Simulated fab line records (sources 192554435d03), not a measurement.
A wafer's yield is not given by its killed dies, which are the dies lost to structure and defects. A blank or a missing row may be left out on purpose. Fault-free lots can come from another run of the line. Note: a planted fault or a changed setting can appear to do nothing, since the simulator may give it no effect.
Chamber matching | flow n5_finfet | 4 sister chambers for N5_BEOL_M9_DESCUM_16 on rie_diel-06
The step chemistry O2, time 7.9 s. 4 wafers are shown with their chamber, then 12 later ones without.

WAFERS PAIRED WITH THEIR CHAMBERS
wafer  | chamber | showerhead_plenum_p_Torr (Torr)
L088.2 | 0       | 2.03
L090.2 | 3       | 2.20
L090.3 | 1       | 2.10
L090.4 | 2       | 2.05

WAFERS MISSING THEIR CHAMBER
wafer  | showerhead_plenum_p_Torr (Torr)
L087.1 | 2.20
L087.2 | 2.03
L087.6 | 2.03
L089.3 | 2.20
L089.4 | 2.03
L089.5 | 2.03
L092.2 | 2.03
L092.5 | 2.09
L092.6 | 2.03
L096.1 | 2.19
L096.2 | 2.02
L096.4 | 2.04

THE CHAMBER EACH PASSED THROUGH
wafer  | from the rows above     | in truth
L087.1 | 3                       | 3
L087.2 | 0                       | 0
L087.6 | 0                       | 0
L089.3 | 3                       | 3
L089.4 | 0                       | 0
L089.5 | 0                       | 0
L092.2 | 0                       | 0
L092.5 | 1                       | 1
L092.6 | 0                       | 0
L096.1 | 3                       | 3
L096.2 | 0                       | 0
L096.4 | can't be placed: 2 or 0 | 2
Correct placement for 11 of the 12. These rows do not allow placing 1 (true chamber among the candidates in 1). Wrongly placed: 0.
How it was worked out, from the rows above alone: a wafer's distance from a chamber is the root of the sum, over the readings, of the square of ((its reading less the chamber's mean) divided by the reading's scatter). The wafer belongs to the nearest chamber; if the next one is less than 2 further off, it can't be placed. For every chamber, the mean is computed from those of its wafers that are shown. The scatter: root of mean squared gap, hidden wafer to nearest shown wafer, with one shown wafer a chamber.
